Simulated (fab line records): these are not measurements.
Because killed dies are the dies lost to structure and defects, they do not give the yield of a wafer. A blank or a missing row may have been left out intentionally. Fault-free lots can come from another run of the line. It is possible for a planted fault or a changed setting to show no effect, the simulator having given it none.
Chamber matching ; flow n5-finfet ; N5_BEOL_M9_ETCH_62 on rie-diel-02: 4 sister chambers
The step etches SOC in N2/H2, target depth 110 nm, overetch 22 nm, time 165 s. 14 wafers are shown with their chamber, then 7 later ones without.

== WAFERS, EACH WITH ITS CHAMBER ==
wafer;chamber;drypump-motor-current-A (A);showerhead-plenum-p-Torr (Torr);throttle-valve-pct (%)
L075.2;1;6.2;2.50;17.86
L075.5;1;6.2;2.50;17.84
L075.6;2;6.8;2.57;18.06
L079.1;2;6.7;2.57;18.09
L079.2;1;6.2;2.50;17.84
L079.4;0;5.1;2.70;17.46
L081.1;2;6.7;2.56;18.11
L081.3;0;5.0;2.70;17.49
L081.5;2;6.7;2.56;18.11
L086.1;2;6.8;2.56;18.11
L086.2;3;6.5;2.53;17.95
L086.5;1;6.2;2.49;17.87
L087.3;3;6.5;2.53;17.96
L087.4;0;5.0;2.69;17.52

SIGNATURES, as means of the wafers listed above
reading;chamber 0;chamber 1;chamber 2;chamber 3;scatter within a chamber
drypump-motor-current-A;5.033;6.200;6.740;6.500;0.0432
showerhead-plenum-p-Torr;2.6967;2.4975;2.5640;2.5300;0.00512
throttle-valve-pct;17.4900;17.8525;18.0960;17.9550;0.0211
Rule: distance of a wafer from a chamber = root of the sum over the readings of ((wafer's reading minus chamber's mean) / reading's scatter) squared. If the next closest chamber is less than 2 further off than the closest, the wafer can't be placed; otherwise it belongs to the closest. The scatter: the root of (the sum of the squares of (reading less its chamber's mean) over the shown wafers, divided by (wafers less chambers)).

== WAFERS WHOSE CHAMBER IS MISSING ==
wafer;drypump-motor-current-A (A);showerhead-plenum-p-Torr (Torr);throttle-valve-pct (%)
L087.6;6.2;2.49;17.88
L089.1;6.2;2.49;17.88
L089.2;5.0;2.69;17.51
L089.4;6.5;2.53;17.97
L094.1;6.5;2.52;17.97
L094.4;6.7;2.55;18.14
L094.6;5.0;2.68;17.53

== CHAMBER TAKEN BY EACH ==
wafer;from the rows above;in truth
L087.6;1;1
L089.1;1;1
L089.2;0;0
L089.4;3;3
L094.1;3;3
L094.4;2;2
L094.6;0;0
Placed correctly: 7 of 7. Not placeable from these rows: 0. Wrongly placed: 0.
